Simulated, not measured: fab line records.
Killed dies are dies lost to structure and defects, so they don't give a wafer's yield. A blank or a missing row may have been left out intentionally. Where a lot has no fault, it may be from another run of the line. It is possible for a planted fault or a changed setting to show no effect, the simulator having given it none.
Comparing a struck lot with a sound one || flow nandHarc || 15 steps out of a route of 1302
Sound: the wafers L300.3, L300.4, L300.5. Struck: wafer L309.1 (left out: L309.2, L309.5 of the same lot, which were not struck); the cause appears at the end.
Each step with rows lists, per side, the tool, then ch with its chambers, then its first start. Under that, the readings that differ: sound wafers || struck wafers || difference of the means || sigmas: that difference in standard deviations of wafers without a fault.
alike: readings with means less than 2 such deviations apart, plus words and numbers identical on both sides. not compared: withheld readings, readings lacking a value on some wafer, bounds such as >300 that could conceal the same value, and numbers that have no deviation in the record and whose values overlap.
A row with sigmas, a row that says differs or no value, or rows on one side alone: a step with any of these is where the two part. When numbers do not overlap yet have no deviation, they are printed without sigmas and do not part them. Lack of a reading on every wafer of one side parts them only where that side has two or more wafers.

first, 8 steps without rows for these wafers: NHARC_A_BLC_COAT_02 (time 75 s); NHARC_A_BLC_COAT_03 (time 65 s); NHARC_A_BLC_COAT_04 (resist thk 90 nm); NHARC_A_BLC_SOFTBAKE_05 (time 55 s); NHARC_A_BLC_EBR_06; NHARC_A_BLC_EXPOSE_07 (exposes mask A BLC, target cd 100 nm); NHARC_A_BLC_PEB_08 (peb time 65 s); NHARC_A_BLC_DEVELOP_09 (develop time 35 s).
NHARC_A_BLC_CD_MEAS_10 targets a cd of 100 nm.
  sound on cdSem-03 ch 0, day 22 16:34; struck on cdSem-01 ch 0, day 26 06:14
  alike: cdNm
NHARC_A_BLC_OVL_MEAS_11:
  sound on overlay-02 at day 22 16:39; struck on overlay-01 at day 26 06:19
  alike: overlayXNm, overlayYNm
NHARC_A_BLC_INSPECT_12:
  sound on defectInspect-01 at day 22 16:41; struck on defectInspect-02 at day 26 06:21
  alike: rawDefectCount
NHARC_A_BLC_DESCUM_15: chemistry O2, time 3 s.
  sound on rieDiel-11 ch 2,3, day 22 16:45; struck on rieDiel-11 ch 3, day 26 06:26
  alike: drypumpMotorCurrentA, oesProductAu, rfVppV, showerheadPlenumPTorr, throttleValvePct
  not compared: rfHoursCounterH
NHARC_A_BLC_ETCH_16: etches the open film in CF4, target depth 39 nm, time 65 s.
  sound on rieDiel-11 ch 1,2,3, day 22 16:50; struck on rieDiel-11 ch 2, day 26 06:31
{"reading": "runLengthS (s)", "sound": "86.5 86.0 87.4", "struck": 66.9, "difference": -19.7, "sigmas": -43}
{"reading": "throttleValvePct (%)", "sound": "13.309 13.285 13.283", "struck": 13.310, "difference": "+0.018", "sigmas": "+2"}
  alike: drypumpMotorCurrentA, oesProductAu, rfVppV, showerheadPlenumPTorr
  not compared: rfHoursCounterH
NHARC_A_BLC_ETCH_17: etches the open film in N2/H2, target depth 390 nm, time 609.38 s.
  sound: rieDiel-11 ch 2,3; struck: rieDiel-11 ch 0
  alike: drypumpMotorCurrentA, oesProductAu, rfVppV, runLengthS, showerheadPlenumPTorr, throttleValvePct
  not compared: rfHoursCounterH
NHARC_END_SORT_01:
  the record has rows for the struck wafers here (prober-01 ch 0, day 28 05:01) and none for the sound ones

WHERE THEY PART
Last at NHARC_END_SORT_01 as far as this record goes, first at NHARC_A_BLC_ETCH_16.

WHY: what had been put in by the simulator
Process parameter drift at NHARC_A_BLC_ETCH_16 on rieDiel-11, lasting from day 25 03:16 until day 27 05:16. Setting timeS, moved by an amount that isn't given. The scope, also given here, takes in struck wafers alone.
